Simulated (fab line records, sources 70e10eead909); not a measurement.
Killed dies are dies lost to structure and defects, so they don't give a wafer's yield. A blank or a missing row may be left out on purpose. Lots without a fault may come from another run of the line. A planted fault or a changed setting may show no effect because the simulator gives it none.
Chamber matching | flow nand_harc | NHARC_A_STAIRCASE_DESCUM_11 on rie_diel-05: 4 sister chambers
The step chemistry O2, time 3 s. 8 wafers are shown with their chamber, then 7 later ones without.

WAFERS WITH THEIR CHAMBER
wafer  | chamber | drypump_motor_current_A (A) | showerhead_plenum_p_Torr (Torr)
L076.6 | 0       | 6.7                         | 1.78
L086.3 | 2       | 5.8                         | 1.85
L086.5 | 2       | 5.9                         | 1.85
L088.2 | 1       | 6.2                         | 1.98
L088.3 | 3       | 5.2                         | 1.92
L088.4 | 0       | 6.8                         | 1.77
L089.3 | 1       | 6.2                         | 1.98
L089.4 | 3       | 5.2                         | 1.92

WAFERS WITHOUT THEIR CHAMBER
wafer  | drypump_motor_current_A (A) | showerhead_plenum_p_Torr (Torr)
L089.6 | 6.7                         | 1.77
L090.4 | 6.2                         | 1.98
L090.5 | 6.8                         | 1.77
L090.6 | 6.2                         | 1.98
L093.2 | 5.8                         | 1.84
L093.4 | 5.2                         | 1.91
L093.5 | 6.2                         | 1.98

WHICH CHAMBER EACH WENT THROUGH
wafer  | from the rows above | in truth
L089.6 | 0                   | 0
L090.4 | 1                   | 1
L090.5 | 0                   | 0
L090.6 | 1                   | 1
L093.2 | 2                   | 2
L093.4 | 3                   | 3
L093.5 | 1                   | 1
Placed correctly: 7 of 7. Can't be placed from these rows: 0. Placed wrongly: 0.
How it was worked out, from the rows above alone: a wafer's distance from a chamber is the root of the sum, over the readings, of the square of ((its reading less the chamber's mean) divided by the reading's scatter). The wafer belongs to the nearest chamber; if the next one is less than 2 further off, it can't be placed. A chamber's mean is the mean of its shown wafers. The scatter: the root of (the sum of the squares of (reading less its chamber's mean) over the shown wafers, divided by (wafers less chambers)).
